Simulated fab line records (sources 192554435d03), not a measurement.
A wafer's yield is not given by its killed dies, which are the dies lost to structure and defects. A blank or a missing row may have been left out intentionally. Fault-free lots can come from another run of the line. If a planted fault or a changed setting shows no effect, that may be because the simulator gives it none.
Split-lot experiment | flow n5_finfet | route with 1938 steps; 7 lots, 21 wafers read

== THE SPLIT ==
At N5_BEOL_M15_ETCH_61 (etches BARC in N2/H2, target depth 89 nm, overetch 26.7 nm, time 67.9 s), the setting time_s was moved away from the recipe's 67.9 s on 5 of the 21 wafers read, by -22.4% to -13.3%. All remaining wafers had this setting at the recipe value.

Reading taken at the split's own step.

== THE READING ==
BEOL_M15.cd_nm (the simulator's own value, which no gauge read), in nm, at N5_BEOL_M15_ETCH_61 (etches BARC in N2/H2, target depth 89 nm, overetch 26.7 nm, time 67.9 s). The file does not state a usual value for it. Average 399.3 nm, standard deviation 1 nm, over the 16 wafers here run with the recipe.

wafer  | tool, chamber at the split | time_s as run, s | against the recipe | BEOL_M15.cd_nm, nm | against lot-mates on the recipe
L076.2 | rie_diel-04, 0             | 52.66            | -22.4%             | 393.2              | -4.8
L076.4 | rie_diel-04, 3             | 52.66            | -22.4%             | 393.6              | -4.4
L076.5 | rie_diel-04, 0             | 67.9             | recipe             | 398                | -
L083.3 | rie_diel-04, 3             | 67.9             | recipe             | 399.8              | -
L083.4 | rie_diel-04, 2             | 67.9             | recipe             | 401.4              | -
L083.5 | rie_diel-04, 1             | 67.9             | recipe             | 400.2              | -
L086.1 | rie_diel-02, 1             | 67.9             | recipe             | 399.2              | -
L086.3 | rie_diel-02, 2             | 57.34            | -15.6%             | 395.2              | -3.6
L086.5 | rie_diel-02, 2             | 67.9             | recipe             | 398.4              | -
L089.1 | rie_diel-02, 1             | 67.9             | recipe             | 397.4              | -
L089.3 | rie_diel-02, 2             | 67.9             | recipe             | 398.6              | -
L089.4 | rie_diel-02, 3             | 67.9             | recipe             | 398.6              | -
L088.2 | rie_diel-02, 2             | 67.9             | recipe             | 399.2              | -
L088.3 | rie_diel-02, 0             | 67.9             | recipe             | 401                | -
L088.6 | rie_diel-02, 0             | 67.9             | recipe             | 398.8              | -
L085.3 | rie_diel-02, 0             | 58.89            | -13.3%             | 397.4              | -1.2
L085.4 | rie_diel-02, 3             | 67.9             | recipe             | 398.6              | -
L085.5 | rie_diel-02, 1             | 58.89            | -13.3%             | 397.4              | -1.2
L095.2 | rie_diel-01, 1             | 67.9             | recipe             | 400                | -
L095.3 | rie_diel-01, 3             | 67.9             | recipe             | 399                | -
L095.5 | rie_diel-01, 1             | 67.9             | recipe             | 400.2              | -

FIT RESULTS
A straight line over all 21 wafers: BEOL_M15.cd_nm changes by +0.238 nm for each +1% of time_s; r = +0.87; the points scatter about the line by 1.1 nm.
The same after taking each lot's own level away (the mean of its wafers on the recipe; 21 wafers): +0.186 nm for each +1%; r = +0.90; scatter 0.74 nm.
Per that fit: largest time_s move, reading shift of 4.2 nm.
Across the lots, their own levels run from 398.00 to 400.47 nm, a range of 2.4 times the standard deviation given above.
In other words, the slope is changed by the lot-to-lot level; the two fits disagree.
Check: for one of the wafers moved furthest among these (-22.4%), held out of the fit, the line's prediction against its lot-mates is -3.83 nm. It came out at -4.8 nm against them.

== OTHER SPLITS ON THESE WAFERS ==
Other splits were also applied to these wafers ahead of the reading. Each is held against what the fit with the lots' levels taken away leaves over:
other split on the same wafers | wafers away from the commonest value | r with BEOL_M15.cd_nm (lot level and that fit taken away)
N5_BEOL_M13_COAT_04 spin_rpm   | 6                                    | +0.21
N5_BEOL_M13_PEB_26 peb_time_s  | 5                                    | -0.28
N5_BEOL_M13_DESCUM_33 time_s   | 7                                    | -0.34
N5_BEOL_M14_PEB_26 peb_temp_c  | 7                                    | -0.16
N5_BEOL_M14_ETCH_68 time_s     | 7                                    | -0.04

== THE WHOLE CHAIN: every reading that the file lists as answering this split, in the file's order ==
step                | what it does                                                            | reading                                                                          | change (the file's fit)               | r (the file's)
N5_BEOL_M15_ETCH_61 | etches BARC in N2/H2, target depth 89 nm, overetch 26.7 nm, time 67.9 s | coat_of_BEOL_M15_COAT_22.thk_nm (the simulator's own value, which no gauge read) | -0.622 nm for each +1% of the setting | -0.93
N5_BEOL_M15_ETCH_61 | etches BARC in N2/H2, target depth 89 nm, overetch 26.7 nm, time 67.9 s | BEOL_M15.cd_nm (the simulator's own value, which no gauge read)                  | +0.19 nm for each +1% of the setting  | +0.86

== FILE'S OWN FIT ==
BEOL_M15.cd_nm changes by +0.19 nm for each +1% of time_s, r = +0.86.
